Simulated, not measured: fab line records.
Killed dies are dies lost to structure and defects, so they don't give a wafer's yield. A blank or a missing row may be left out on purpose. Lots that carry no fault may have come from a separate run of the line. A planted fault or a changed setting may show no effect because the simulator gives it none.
The tool behind it: which one? || flow n5Finfet || 9 lots, 26 wafers sampled, at 1 step of a route of 1938

## WHAT THE GAUGES READ, wafer by wafer
N5_BEOL_M4_RC_MEAS_101. Usual: DIBL_N 36.6 mV/V, standard deviation 2.1; DIBL_P 36.5 mV/V, standard deviation 2.7; IOFF_N 0.17 nA/um, standard deviation 0.043; IOFF_P 0.22 nA/um, standard deviation 0.045; ION_N 674 uA/um, standard deviation 17; ION_P 461 uA/um, standard deviation 9.9; SS_N 71.7 mV/dec, standard deviation 0.79; SS_P 73.4 mV/dec, standard deviation 0.79; VT_N 249 mV, standard deviation 4; VT_P -250 mV, standard deviation 3.3.
{"lot": "L332", "measured": "day 8 20:52", "on": "prober-01", "DIBL_N (mV/V)": "33.1 34.9 38.3", "DIBL_P (mV/V)": "33.5 36.1 39.8", "IOFF_N (nA/um)": "0.10 0.14 0.22", "IOFF_P (nA/um)": "0.14 0.18 0.24", "ION_N (uA/um)": "647 658 696", "ION_P (uA/um)": "443 454 469", "SS_N (mV/dec)": "70.5 71.3 72.1", "SS_P (mV/dec)": "71.6 73.0 73.2", "VT_N (mV)": "258 252 244", "VT_P (mV)": "-256 -254 -251", "flag": ""}
{"lot": "L335", "measured": "day 9 08:06", "on": "prober-02", "DIBL_N (mV/V)": "34.9 35.6 36.0", "DIBL_P (mV/V)": "34.8 34.2 34.3", "IOFF_N (nA/um)": "0.16 0.17 0.17", "IOFF_P (nA/um)": "0.26 0.25 0.25", "ION_N (uA/um)": "695 653 679", "ION_P (uA/um)": "487 460 465", "SS_N (mV/dec)": "71.3 71.6 71.9", "SS_P (mV/dec)": "72.6 73.1 73.2", "VT_N (mV)": "249 250 248", "VT_P (mV)": "-244 -245 -246", "flag": ""}
{"lot": "L337", "measured": "day 9 23:44", "on": "prober-02", "DIBL_N (mV/V)": "39.5 39.0 37.1", "DIBL_P (mV/V)": "41.3 40.2 36.6", "IOFF_N (nA/um)": "0.25 0.25 0.20", "IOFF_P (nA/um)": "0.30 0.30 0.23", "ION_N (uA/um)": "692 689 687", "ION_P (uA/um)": "469 468 465", "SS_N (mV/dec)": "73.0 72.0 72.0", "SS_P (mV/dec)": "74.9 74.1 73.9", "VT_N (mV)": "244 242 248", "VT_P (mV)": "-246 -245 -246", "flag": ""}
{"lot": "L350", "measured": "day 12 03:50", "on": "prober-01", "DIBL_N (mV/V)": "37.2 38.0 35.6", "DIBL_P (mV/V)": "37.6 39.5 34.8", "IOFF_N (nA/um)": "0.17 0.20 0.15", "IOFF_P (nA/um)": "0.22 0.25 0.18", "ION_N (uA/um)": "658 682 673", "ION_P (uA/um)": "452 465 455", "SS_N (mV/dec)": "71.1 72.1 71.3", "SS_P (mV/dec)": "74.0 73.7 73.8", "VT_N (mV)": "250 245 251", "VT_P (mV)": "-249 -248 -250", "flag": ""}
{"lot": "L345", "measured": "day 12 05:52", "on": "prober-02", "DIBL_N (mV/V)": "35.7 36.4 35.5", "DIBL_P (mV/V)": "36.7 37.6 36.8", "IOFF_N (nA/um)": "0.15 0.16 0.14", "IOFF_P (nA/um)": "0.22 0.24 0.22", "ION_N (uA/um)": "667 666 673", "ION_P (uA/um)": "466 466 465", "SS_N (mV/dec)": "71.7 71.9 70.7", "SS_P (mV/dec)": "73.9 73.5 73.5", "VT_N (mV)": "253 252 252", "VT_P (mV)": "-248 -247 -249", "flag": ""}
{"lot": "L347", "measured": "day 12 05:59", "on": "prober-01", "DIBL_N (mV/V)": "39.8 36.4 31.1", "DIBL_P (mV/V)": "41.0 36.3 30.7", "IOFF_N (nA/um)": "0.22 0.14 0.09", "IOFF_P (nA/um)": "0.27 0.19 0.13", "ION_N (uA/um)": "696 658 644", "ION_P (uA/um)": "465 452 447", "SS_N (mV/dec)": "72.8 71.2 69.8", "SS_P (mV/dec)": "74.6 72.9 72.0", "VT_N (mV)": "245 255 257", "VT_P (mV)": "-246 -252 -255", "flag": ""}
{"lot": "L348", "measured": "day 12 10:00", "on": "prober-02", "DIBL_N (mV/V)": "37.2 39.3 35.4", "DIBL_P (mV/V)": "38.4 40.1 35.7", "IOFF_N (nA/um)": "0.15 0.21 0.14", "IOFF_P (nA/um)": "0.22 0.26 0.18", "ION_N (uA/um)": "660 677 668", "ION_P (uA/um)": "455 462 460", "SS_N (mV/dec)": "72.0 72.3 71.1", "SS_P (mV/dec)": "73.3 73.8 72.7", "VT_N (mV)": "252 245 248", "VT_P (mV)": "-249 -247 -250", "flag": ""}
{"lot": "L349", "measured": "day 12 11:46", "on": "prober-02", "DIBL_N (mV/V)": "37.5 36.2", "DIBL_P (mV/V)": "37.3 36.1", "IOFF_N (nA/um)": "0.21 0.18", "IOFF_P (nA/um)": "0.22 0.20", "ION_N (uA/um)": "678 699", "ION_P (uA/um)": "460 469", "SS_N (mV/dec)": "71.7 71.6", "SS_P (mV/dec)": "73.9 73.4", "VT_N (mV)": "244 246", "VT_P (mV)": "-250 -250", "flag": ""}
{"lot": "L352", "measured": "day 12 20:22", "on": "prober-02", "DIBL_N (mV/V)": "35.6 35.8 37.1", "DIBL_P (mV/V)": "35.6 36.1 37.1", "IOFF_N (nA/um)": "0.15 0.16 0.19", "IOFF_P (nA/um)": "0.19 0.19 0.22", "ION_N (uA/um)": "665 681 673", "ION_P (uA/um)": "447 456 449", "SS_N (mV/dec)": "71.4 71.3 72.3", "SS_P (mV/dec)": "73.5 73.6 73.9", "VT_N (mV)": "252 250 246", "VT_P (mV)": "-254 -254 -253", "flag": ""}

## WHAT TOOL EACH LOT RAN ON (gives the tool, then ch and the chambers of the sampled wafers, and finally the start)
The record shows no process step preceding these readings.

## WHAT THE TOOLS THEMSELVES READ (means of the sampled wafers that have a number; where no wafer has one, the mark that the record gives instead)
The record holds no such reading with a usual standard deviation.

## THE ANSWER, worked out from the rows above alone
Rule: lot off if the mean of its wafers having a number is beyond 3 standard deviations from the usual mean. A lot without any number at a reading at which 4 lots or more have one is off too. Where the step has rows for the other lots, those lots are counted as sound. Order of review: gauges by route order, followed by the tools' own readings, for which a lot's mean as printed above is used. The first step at which some lot is off is used, and at that step the reading that is off furthest; a lot without a number counts as furthest.
Nothing can be told from this: no lot is off at any reading shown.

## WHAT THE SIMULATOR HAD INSERTED
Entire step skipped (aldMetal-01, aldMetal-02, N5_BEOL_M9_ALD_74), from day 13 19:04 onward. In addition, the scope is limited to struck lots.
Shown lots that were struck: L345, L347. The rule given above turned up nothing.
